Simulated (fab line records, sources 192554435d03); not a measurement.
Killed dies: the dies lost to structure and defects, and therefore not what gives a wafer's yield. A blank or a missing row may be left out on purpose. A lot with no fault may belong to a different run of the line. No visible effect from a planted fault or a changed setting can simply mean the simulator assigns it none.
Split-lot study + flow n5 finfet + 21 wafers read from 7 lots, route of 1938 steps

== THE SPLIT ITSELF ==
At N5_BEOL_M15_ILD_DEP_00 (deposits SiO2 from TEOS/O2, target thk 1629.3 nm, time 346.1 s), the setting time s was moved away from the recipe's 346.1 s on 4 of the 21 wafers read, by -10.6% to +9.2%. This setting was run at the recipe's value on the other wafers.

Split to reading: the file shows no intervening step.

== THE READING ==
At N5_BEOL_M15_THK_MEAS_01: M15_ILD_THK, given in nm. Fault-free wafers of this fab line usually give 1635 nm, standard deviation 23 nm.

| wafer  | tool, chamber at the split | time s as run, s | against the recipe | M15_ILD_THK, nm | against lot-mates on the recipe |
|--------|----------------------------|------------------|--------------------|-----------------|---------------------------------|
| L074.3 | pecvd-04, 1                | 346.1            | recipe             | 1636            | -                               |
| L074.4 | pecvd-04, 0                | 346.1            | recipe             | 1657            | -                               |
| L074.6 | pecvd-04, 2                | 346.1            | recipe             | 1670            | -                               |
| L078.1 | pecvd-02, 1                | 378              | +9.2%              | 1774            | +135                            |
| L078.2 | pecvd-02, 2                | 378              | +9.2%              | 1780            | +141                            |
| L078.4 | pecvd-02, 2                | 346.1            | recipe             | 1639            | -                               |
| L083.4 | pecvd-04, 0                | 346.1            | recipe             | 1661            | -                               |
| L083.5 | pecvd-04, 2                | 346.1            | recipe             | 1661            | -                               |
| L083.6 | pecvd-04, 1                | 322.5            | -6.8%              | 1531            | -130                            |
| L089.2 | pecvd-01, 1                | 346.1            | recipe             | 1584            | -                               |
| L089.3 | pecvd-01, 2                | 346.1            | recipe             | 1608            | -                               |
| L089.4 | pecvd-01, 2                | 346.1            | recipe             | 1640            | -                               |
| L087.2 | pecvd-01, 2                | 346.1            | recipe             | 1609            | -                               |
| L087.3 | pecvd-01, 0                | 346.1            | recipe             | 1641            | -                               |
| L087.6 | pecvd-01, 0                | 346.1            | recipe             | 1647            | -                               |
| L091.2 | pecvd-01, 0                | 346.1            | recipe             | 1635            | -                               |
| L091.3 | pecvd-01, 2                | 346.1            | recipe             | 1613            | -                               |
| L091.4 | pecvd-01, 2                | 346.1            | recipe             | 1662            | -                               |
| L096.1 | pecvd-01, 0                | 346.1            | recipe             | 1610            | -                               |
| L096.4 | pecvd-01, 1                | 309.3            | -10.6%             | 1439            | -189                            |
| L096.6 | pecvd-01, 2                | 346.1            | recipe             | 1646            | -                               |

THE FIT
A straight line over all 21 wafers: M15_ILD_THK changes by +16.4 nm for each +1% of time s; r = +0.95; the points scatter about the line by 23 nm.
The same after taking each lot's own level away (the mean of its wafers on the recipe; 21 wafers): +16.5 nm for each +1%; r = +0.97; scatter 17 nm.
According to that fit, moving time s by its largest amount changes the reading by 1.8e+02 nm.
The span of the lots' own levels, 1610.7 to 1661.0 nm, comes to 2.2 times the standard deviation stated above.
The two slopes are in agreement: the lot-to-lot level therefore moves the slope only a little.
Check: with one of the wafers moved furthest among these (-10.6%) left out of the fit, the line predicts -172 nm for it against its lot-mates. Against them it came out at -189 nm.

== OTHER SPLITS ON THESE WAFERS ==
These wafers also went through other splits before the reading. Each is held against what the fit with the lots' levels taken away leaves over:
| other split on the same wafers      | wafers away from the commonest value | r with M15_ILD_THK (lot level and that fit taken away) |
|-------------------------------------|--------------------------------------|--------------------------------------------------------|
| N5_BEOL_M10_TRENCH_ETCH_37 source w | 4                                    | -0.06                                                  |
| N5_BEOL_M13_SPUTTER_43 power w      | 7                                    | -0.34                                                  |
| N5_BEOL_M13_SPUTTER_44 time s       | 6                                    | -0.21                                                  |

== THE WHOLE CHAIN: every reading that the file lists as answering this split, in the file's order ==
| step                    | what it does                                                   | reading                                                                             | change (the file's fit)            | r (the file's) |
|-------------------------|----------------------------------------------------------------|-------------------------------------------------------------------------------------|------------------------------------|----------------|
| N5_BEOL_M15_ILD_DEP_00  | deposits SiO2 from TEOS/O2, target thk 1629.3 nm, time 346.1 s | SiO2_of_BEOL_M15_ILD_DEP_00.thk nm (the simulator's own value, which no gauge read) | +17 nm for each +1% of the setting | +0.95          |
| N5_BEOL_M15_THK_MEAS_01 |                                                                | M15_ILD_THK                                                                         | +17 for each +1% of the setting    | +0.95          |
| N5_BEOL_M15_VIA_ETCH_16 | etches SiO2 in C4F8/O2/Ar, target depth 1792.2 nm              | etch.depth nm (the simulator's own value, which no gauge read)                      | +17 nm for each +1% of the setting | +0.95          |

== FILE'S OWN FIT ==
M15_ILD_THK changes by +17 nm for each +1% of time s, r = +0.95.
